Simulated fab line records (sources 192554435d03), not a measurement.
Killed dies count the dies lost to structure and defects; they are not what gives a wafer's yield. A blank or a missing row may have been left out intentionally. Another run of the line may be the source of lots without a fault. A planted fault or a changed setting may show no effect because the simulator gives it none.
8D (eight disciplines) problem report, filled in by code    flow n5Finfet    the parts of the form that need people (team, actions taken, sign-off) are left out

## 1. WHAT IS WRONG
At N5_BEOL_M14_SPUTTER_44, cathodeDcPowerW averages 17568 W over 6 wafers from 2 lots, while fault-free wafers read 15000 W, standard deviation 2.7. So: +99 or more standard deviations from the usual mean.
The step: material Ta, target thk 15 nm, time 24.19 s.
First seen on wafer L619.2, day 12 07:58, on pvdSputter-03. At this step, 27 wafers from 9 lots have a number in the record. Rule for "out", or "out of limits": more than 4 standard deviations from the usual mean. Any other wafer with a number is counted as sound.

## 2. WHAT IT IS, WHAT IT ISN'T
question                     is                      is not
which readings at this step  cathodeDcPowerW         substrateTempC, throttleValvePct
which lots                   L619, L622              L616, L618, L631, L633, L634, L637, L638
which wafers of those lots   all that have a number  -
read on which tools          pvdSputter-03           pvdSputter-01, pvdSputter-02
when                         from day 12 07:58       up to then (6 sound wafers); but 15 sound wafers of L631, L633, L634, L637, L638 came after

## 3. WHAT RULES OUT EACH SUSPECT
Counting: any tool at a process step up to the reading is kept as a suspect provided that every lot that is out went through it and no sound lot did after the first of them.
- rieDiel-04 at N5_BEOL_M14_DESCUM_33 (chemistry O2, time 7.9 s): ruled out as a lasting fault. Sound lots L631, L633, L638 ran on it after its first lot that is out, L619 (day 12 03:12).
- rieDiel-04 at N5_BEOL_M14_TRENCH_ETCH_34 (etches SiO2 in C4F8/O2/Ar, target depth 556.65 nm, time 126.9 s): ruled out as a lasting fault. Sound lots L631, L633, L638 ran on it after its first lot that is out, L619 (day 12 03:39).
- pvdSputter-03 at N5_BEOL_M14_SPUTTER_44 (material Ta, target thk 15 nm, time 24.19 s): ruled out as a lasting fault. Sound lots L631, L634, L638 ran on it after its first lot that is out, L619 (day 12 07:58).
Left after counting: nothing in the record.

## 4. THE CAUSE (what the simulator had put in)
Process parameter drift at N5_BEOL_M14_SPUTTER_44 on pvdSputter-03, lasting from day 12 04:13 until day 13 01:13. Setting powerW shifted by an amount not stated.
Counting ruled it out, wrongly.

## 5. SEQUENCE OF EFFECTS, ordered by route
One row per reading whose mean, taken over the struck wafers that have a number, lies over 3 standard deviations from the usual. Scope: only readings with a usual standard deviation given in the record; hours: median across lots of the time from each lot's start at the first step in this table that gives one to its start at this step; sigmas: change in usual standard deviations.
hours  step                    reading                usual    on struck wafers  change  sigmas
0      N5_BEOL_M14_SPUTTER_44  cathodeDcPowerW        15000 W  17568             +2568   +99 or more
2      N5_BEOL_M14_CMP_49      barrierFieldEndpointS  11.4 s   12.5              +1.1    +3.5
Process steps it contains:
- N5_BEOL_M14_SPUTTER_44: material Ta, target thk 15 nm, time 24.19 s.
- N5_BEOL_M14_CMP_49: polishes, stops on SiO2, t overpolish 5.2 s, target thk 560 nm.

## 6. WHAT WOULD HAVE CAUGHT IT SOONER
In this record the first reading out of limits was taken at day 12 07:58, 4 hours after the fault began at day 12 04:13.
